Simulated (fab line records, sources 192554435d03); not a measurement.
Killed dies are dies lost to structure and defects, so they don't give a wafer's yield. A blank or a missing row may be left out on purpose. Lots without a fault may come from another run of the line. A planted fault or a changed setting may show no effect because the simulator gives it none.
Chamber matching | flow n5_finfet | N5_BEOL_M9_STRIP_36 on rie_diel-01: 4 sister chambers
The step strips in N2/H2. 8 wafers are shown with their chamber, then 9 later ones without.

WAFERS WITH THEIR CHAMBER
wafer  | chamber | throttle_valve_pct (%) | showerhead_plenum_p_Torr (Torr)
L081.1 | 0       | 23.97                  | 2.58
L083.1 | 1       | 23.75                  | 2.60
L083.2 | 2       | 23.21                  | 2.67
L084.4 | 2       | 23.22                  | 2.67
L084.6 | 3       | 23.53                  | 2.55
L089.2 | 0       | 23.99                  | 2.58
L089.3 | 3       | 23.50                  | 2.54
L089.5 | 1       | 23.76                  | 2.60

WAFERS WITHOUT THEIR CHAMBER
wafer  | throttle_valve_pct (%) | showerhead_plenum_p_Torr (Torr)
L093.1 | 23.76                  | 2.60
L093.3 | 24.03                  | 2.57
L093.5 | 23.23                  | 2.67
L095.2 | 23.23                  | 2.67
L095.4 | 24.03                  | 2.57
L095.5 | 23.25                  | 2.66
L096.3 | 23.23                  | 2.66
L096.4 | 24.00                  | 2.57
L096.5 | 23.78                  | 2.59

WHICH CHAMBER EACH WENT THROUGH
wafer  | from the rows above | in truth
L093.1 | 1                   | 1
L093.3 | 0                   | 0
L093.5 | 2                   | 2
L095.2 | 2                   | 2
L095.4 | 0                   | 0
L095.5 | 2                   | 2
L096.3 | 2                   | 2
L096.4 | 0                   | 0
L096.5 | 1                   | 1
Placed correctly: 9 of 9. Can't be placed from these rows: 0. Placed wrongly: 0.
How it was worked out, from the rows above alone: a wafer's distance from a chamber is the root of the sum, over the readings, of the square of ((its reading less the chamber's mean) divided by the reading's scatter). The wafer belongs to the nearest chamber; if the next one is less than 2 further off, it can't be placed. A chamber's mean is the mean of its shown wafers. The scatter: the root of (the sum of the squares of (reading less its chamber's mean) over the shown wafers, divided by (wafers less chambers)).
